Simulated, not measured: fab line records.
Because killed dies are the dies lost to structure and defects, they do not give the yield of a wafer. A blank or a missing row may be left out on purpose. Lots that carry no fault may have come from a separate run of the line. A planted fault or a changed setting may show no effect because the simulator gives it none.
Lot-split experiment || flow n5 finfet || route with 1938 steps; 7 lots, 39 wafers read

## THE SPLIT
At N5_BEOL_M8_DESCUM_16 (chemistry O2, time 7.9 s), the setting time s was moved away from the recipe's 7.9 s on 15 of the 39 wafers read, by -55.5% to +53.4%. For the rest of the wafers, this setting stayed at what the recipe calls for.

No step appears in the file between the split and the reading.

## THE READING
CAR-ArF_of_BEOL_M8_COAT_05.thk nm (the simulator's own value, which no gauge read), in nm, at N5_BEOL_M8_ETCH_61 (etches SiARC in CF4, target depth 45.5 nm, time 75.8 s). No usual value for it is given in the file. Average 50.9 nm, standard deviation 0.31 nm, over the 24 wafers here run with the recipe.

{"wafer": "L077.1", "tool, chamber at the split": "rie diel-04, 0,3,0", "time s as run, s": 7.9, "against the recipe": "recipe", "CAR-ArF_of_BEOL_M8_COAT_05.thk nm, nm": 51.4, "against lot-mates on the recipe": "-"}
{"wafer": "L077.4", "tool, chamber at the split": "rie diel-04, 0,3,0", "time s as run, s": 7.9, "against the recipe": "recipe", "CAR-ArF_of_BEOL_M8_COAT_05.thk nm, nm": 51.4, "against lot-mates on the recipe": "-"}
{"wafer": "L077.2", "tool, chamber at the split": "rie diel-04, 1", "time s as run, s": 7.9, "against the recipe": "recipe", "CAR-ArF_of_BEOL_M8_COAT_05.thk nm, nm": 51, "against lot-mates on the recipe": "-"}
{"wafer": "L077.5", "tool, chamber at the split": "rie diel-04, 3,1", "time s as run, s": 7.9, "against the recipe": "recipe", "CAR-ArF_of_BEOL_M8_COAT_05.thk nm, nm": 51, "against lot-mates on the recipe": "-"}
{"wafer": "L077.6", "tool, chamber at the split": "rie diel-04, 3,1", "time s as run, s": 7.9, "against the recipe": "recipe", "CAR-ArF_of_BEOL_M8_COAT_05.thk nm, nm": 51, "against lot-mates on the recipe": "-"}
{"wafer": "L077.3", "tool, chamber at the split": "rie diel-04, 0,3,0", "time s as run, s": 7.9, "against the recipe": "recipe", "CAR-ArF_of_BEOL_M8_COAT_05.thk nm, nm": 51.2, "against lot-mates on the recipe": "-"}
{"wafer": "L079.1", "tool, chamber at the split": "rie diel-04, 0,2", "time s as run, s": 3.83, "against the recipe": "-51.5%", "CAR-ArF_of_BEOL_M8_COAT_05.thk nm, nm": 53.2, "against lot-mates on the recipe": "+2.5"}
{"wafer": "L079.5", "tool, chamber at the split": "rie diel-04, 0,2", "time s as run, s": 3.83, "against the recipe": "-51.5%", "CAR-ArF_of_BEOL_M8_COAT_05.thk nm, nm": 53.2, "against lot-mates on the recipe": "+2.5"}
{"wafer": "L079.2", "tool, chamber at the split": "rie diel-04, 2,3,1", "time s as run, s": 7.9, "against the recipe": "recipe", "CAR-ArF_of_BEOL_M8_COAT_05.thk nm, nm": 50.6, "against lot-mates on the recipe": "-"}
{"wafer": "L079.3", "tool, chamber at the split": "rie diel-04, 1", "time s as run, s": 3.83, "against the recipe": "-51.5%", "CAR-ArF_of_BEOL_M8_COAT_05.thk nm, nm": 53.8, "against lot-mates on the recipe": "+3.1"}
{"wafer": "L079.4", "tool, chamber at the split": "rie diel-04, 2,3,1", "time s as run, s": 7.9, "against the recipe": "recipe", "CAR-ArF_of_BEOL_M8_COAT_05.thk nm, nm": 50.8, "against lot-mates on the recipe": "-"}
{"wafer": "L079.6", "tool, chamber at the split": "rie diel-04, 2,3,1", "time s as run, s": 7.9, "against the recipe": "recipe", "CAR-ArF_of_BEOL_M8_COAT_05.thk nm, nm": 50.8, "against lot-mates on the recipe": "-"}
{"wafer": "L082.1", "tool, chamber at the split": "rie diel-05, 1", "time s as run, s": 7.9, "against the recipe": "recipe", "CAR-ArF_of_BEOL_M8_COAT_05.thk nm, nm": 51.4, "against lot-mates on the recipe": "-"}
{"wafer": "L082.2", "tool, chamber at the split": "rie diel-05, 3", "time s as run, s": 7.9, "against the recipe": "recipe", "CAR-ArF_of_BEOL_M8_COAT_05.thk nm, nm": 51.4, "against lot-mates on the recipe": "-"}
{"wafer": "L082.3", "tool, chamber at the split": "rie diel-05, 2", "time s as run, s": 7.9, "against the recipe": "recipe", "CAR-ArF_of_BEOL_M8_COAT_05.thk nm, nm": 51.2, "against lot-mates on the recipe": "-"}
{"wafer": "L082.4", "tool, chamber at the split": "rie diel-05, 0", "time s as run, s": 12.12, "against the recipe": "+53.4%", "CAR-ArF_of_BEOL_M8_COAT_05.thk nm, nm": 48.8, "against lot-mates on the recipe": -2.5}
{"wafer": "L082.5", "tool, chamber at the split": "rie diel-05, 3", "time s as run, s": 12.12, "against the recipe": "+53.4%", "CAR-ArF_of_BEOL_M8_COAT_05.thk nm, nm": 48.4, "against lot-mates on the recipe": -2.9}
{"wafer": "L082.6", "tool, chamber at the split": "rie diel-05, 2", "time s as run, s": 12.12, "against the recipe": "+53.4%", "CAR-ArF_of_BEOL_M8_COAT_05.thk nm, nm": 48.6, "against lot-mates on the recipe": -2.7}
{"wafer": "L084.1", "tool, chamber at the split": "rie diel-01, 2,0", "time s as run, s": 7.9, "against the recipe": "recipe", "CAR-ArF_of_BEOL_M8_COAT_05.thk nm, nm": 50.6, "against lot-mates on the recipe": "-"}
{"wafer": "L084.2", "tool, chamber at the split": "rie diel-01, 2,0", "time s as run, s": 7.9, "against the recipe": "recipe", "CAR-ArF_of_BEOL_M8_COAT_05.thk nm, nm": 50.6, "against lot-mates on the recipe": "-"}
{"wafer": "L084.4", "tool, chamber at the split": "rie diel-01, 3", "time s as run, s": 7.9, "against the recipe": "recipe", "CAR-ArF_of_BEOL_M8_COAT_05.thk nm, nm": 50.6, "against lot-mates on the recipe": "-"}
{"wafer": "L084.3", "tool, chamber at the split": "rie diel-01, 1", "time s as run, s": 5.182, "against the recipe": "-34.4%", "CAR-ArF_of_BEOL_M8_COAT_05.thk nm, nm": 52.4, "against lot-mates on the recipe": "+1.8"}
{"wafer": "L084.5", "tool, chamber at the split": "rie diel-01, 2,1", "time s as run, s": 5.182, "against the recipe": "-34.4%", "CAR-ArF_of_BEOL_M8_COAT_05.thk nm, nm": 52.2, "against lot-mates on the recipe": "+1.6"}
{"wafer": "L084.6", "tool, chamber at the split": "rie diel-01, 2,1", "time s as run, s": 5.182, "against the recipe": "-34.4%", "CAR-ArF_of_BEOL_M8_COAT_05.thk nm, nm": 52.2, "against lot-mates on the recipe": "+1.6"}
{"wafer": "L090.1", "tool, chamber at the split": "rie diel-04, 0", "time s as run, s": 3.513, "against the recipe": "-55.5%", "CAR-ArF_of_BEOL_M8_COAT_05.thk nm, nm": 53.6, "against lot-mates on the recipe": "+2.7"}
{"wafer": "L090.2", "tool, chamber at the split": "rie diel-04, 1,2", "time s as run, s": 3.513, "against the recipe": "-55.5%", "CAR-ArF_of_BEOL_M8_COAT_05.thk nm, nm": 53.6, "against lot-mates on the recipe": "+2.7"}
{"wafer": "L090.3", "tool, chamber at the split": "rie diel-04, 1,2", "time s as run, s": 3.513, "against the recipe": "-55.5%", "CAR-ArF_of_BEOL_M8_COAT_05.thk nm, nm": 53.6, "against lot-mates on the recipe": "+2.7"}
{"wafer": "L090.4", "tool, chamber at the split": "rie diel-04, 0,2", "time s as run, s": 7.9, "against the recipe": "recipe", "CAR-ArF_of_BEOL_M8_COAT_05.thk nm, nm": 51, "against lot-mates on the recipe": "-"}
{"wafer": "L090.6", "tool, chamber at the split": "rie diel-04, 0,2", "time s as run, s": 7.9, "against the recipe": "recipe", "CAR-ArF_of_BEOL_M8_COAT_05.thk nm, nm": 51, "against lot-mates on the recipe": "-"}
{"wafer": "L090.5", "tool, chamber at the split": "rie diel-04, 1", "time s as run, s": 7.9, "against the recipe": "recipe", "CAR-ArF_of_BEOL_M8_COAT_05.thk nm, nm": 50.6, "against lot-mates on the recipe": "-"}
{"wafer": "L095.1", "tool, chamber at the split": "rie diel-01, 0", "time s as run, s": 7.9, "against the recipe": "recipe", "CAR-ArF_of_BEOL_M8_COAT_05.thk nm, nm": 50.4, "against lot-mates on the recipe": "-"}
{"wafer": "L095.2", "tool, chamber at the split": "rie diel-01, 1,2", "time s as run, s": 7.9, "against the recipe": "recipe", "CAR-ArF_of_BEOL_M8_COAT_05.thk nm, nm": 50.6, "against lot-mates on the recipe": "-"}
{"wafer": "L095.3", "tool, chamber at the split": "rie diel-01, 1,2", "time s as run, s": 7.9, "against the recipe": "recipe", "CAR-ArF_of_BEOL_M8_COAT_05.thk nm, nm": 50.6, "against lot-mates on the recipe": "-"}
{"wafer": "L095.4", "tool, chamber at the split": "rie diel-01, 3", "time s as run, s": 3.902, "against the recipe": "-50.6%", "CAR-ArF_of_BEOL_M8_COAT_05.thk nm, nm": 53.2, "against lot-mates on the recipe": "+2.7"}
{"wafer": "L095.5", "tool, chamber at the split": "rie diel-01, 3,0", "time s as run, s": 3.902, "against the recipe": "-50.6%", "CAR-ArF_of_BEOL_M8_COAT_05.thk nm, nm": 52.8, "against lot-mates on the recipe": "+2.3"}
{"wafer": "L095.6", "tool, chamber at the split": "rie diel-01, 3,0", "time s as run, s": 3.902, "against the recipe": "-50.6%", "CAR-ArF_of_BEOL_M8_COAT_05.thk nm, nm": 52.8, "against lot-mates on the recipe": "+2.3"}
{"wafer": "L097.2", "tool, chamber at the split": "rie diel-04, 3,1", "time s as run, s": 7.9, "against the recipe": "recipe", "CAR-ArF_of_BEOL_M8_COAT_05.thk nm, nm": 50.6, "against lot-mates on the recipe": "-"}
{"wafer": "L097.4", "tool, chamber at the split": "rie diel-04, 3,1", "time s as run, s": 7.9, "against the recipe": "recipe", "CAR-ArF_of_BEOL_M8_COAT_05.thk nm, nm": 50.6, "against lot-mates on the recipe": "-"}
{"wafer": "L097.6", "tool, chamber at the split": "rie diel-04, 2", "time s as run, s": 7.9, "against the recipe": "recipe", "CAR-ArF_of_BEOL_M8_COAT_05.thk nm, nm": 50.8, "against lot-mates on the recipe": "-"}
Rows listing several chambers each stand for several wafers; the file does not say which wafer went through which chamber.

THE FIT
A straight line over all 39 wafers: CAR-ArF_of_BEOL_M8_COAT_05.thk nm changes by -0.0447 nm for each +1% of time s; r = -0.98; the points scatter about the line by 0.3 nm.
The same after taking each lot's own level away (the mean of its wafers on the recipe; 39 wafers): -0.0499 nm for each +1%; r = -0.99; scatter 0.16 nm.
On that fit, the largest move of time s shifts the reading by 2.8 nm.
Across the lots, their own levels run from 50.53 to 51.33 nm, a range of 2.6 times the standard deviation given above.
Hence the slope depends on the lot-to-lot level, as the two fits are not the same.
Check: +2.76 nm against its lot-mates is what the line predicts for one of the wafers moved furthest among these (-55.5%) when that wafer is left out of the fit. It came out at +2.73 nm against them.

## OTHER SPLITS APPLIED TO THESE WAFERS
Note: prior to the reading, these wafers also went through further splits. Each is held against what the fit with the lots' levels taken away leaves over:
{"other split on the same wafers": "N5_BEOL_M6_ETCH_62 time s", "wafers away from the commonest value": 15, "r with CAR-ArF_of_BEOL_M8_COAT_05.thk nm (lot level and that fit taken away)": -0.06}

## THE WHOLE CHAIN: every reading that the file lists as answering this split, in the file's order
{"step": "N5_BEOL_M8_DESCUM_16", "what it does": "chemistry O2, time 7.9 s", "reading": "CAR-ArF_of_BEOL_M8_COAT_05.thk nm (the simulator's own value, which no gauge read)", "change (the file's fit)": "-0.0494 nm for each +1% of the setting", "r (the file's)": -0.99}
{"step": "N5_BEOL_M8_ETCH_61", "what it does": "etches SiARC in CF4, target depth 45.5 nm, time 75.8 s", "reading": "CAR-ArF_of_BEOL_M8_COAT_05.thk nm (the simulator's own value, which no gauge read)", "change (the file's fit)": "-0.0498 nm for each +1% of the setting", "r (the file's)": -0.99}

## THE FILE'S OWN FIT
CAR-ArF_of_BEOL_M8_COAT_05.thk nm changes by -0.0498 nm for each +1% of time s, r = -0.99.
